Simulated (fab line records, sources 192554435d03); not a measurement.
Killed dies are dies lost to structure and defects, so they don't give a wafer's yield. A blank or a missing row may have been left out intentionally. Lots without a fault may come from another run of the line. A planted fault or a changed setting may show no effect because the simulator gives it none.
Matching of chambers ; flow n5_finfet ; N5_BEOL_M3_STRIP_19 on rie_diel-02: 4 sister chambers
The step strips in O2. 4 wafers are shown with their chamber, then 9 later ones without.

## EACH WAFER AND ITS CHAMBER
wafer;chamber;throttle_valve_pct (%)
L077.6;2;16.99
L087.1;3;16.92
L087.4;0;16.32
L087.5;1;16.53

## WAFERS MISSING THEIR CHAMBER
wafer;throttle_valve_pct (%)
L089.2;17.03
L089.4;16.94
L089.6;16.92
L093.2;16.33
L093.4;16.94
L093.5;16.34
L097.1;16.33
L097.2;16.55
L097.6;16.34

## CHAMBER TAKEN BY EACH
wafer;from the rows above;in truth
L089.2;2;2
L089.4;can't be placed: 3 or 2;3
L089.6;3;3
L093.2;0;0
L093.4;can't be placed: 3 or 2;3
L093.5;0;0
L097.1;0;0
L097.2;1;1
L097.6;0;0
Correct placement for 7 of the 9. These rows do not allow placing 2 (true chamber among the candidates in 2). Number placed wrongly: 0.
How it was worked out, from the rows above alone: a wafer's distance from a chamber is the root of the sum, over the readings, of the square of ((its reading less the chamber's mean) divided by the reading's scatter). If the next closest chamber is less than 2 further off than the closest, the wafer can't be placed; otherwise it belongs to the closest. Each chamber's mean is taken over the wafers shown for it. The scatter: root of mean squared gap, hidden wafer to nearest shown wafer, with one shown wafer a chamber.
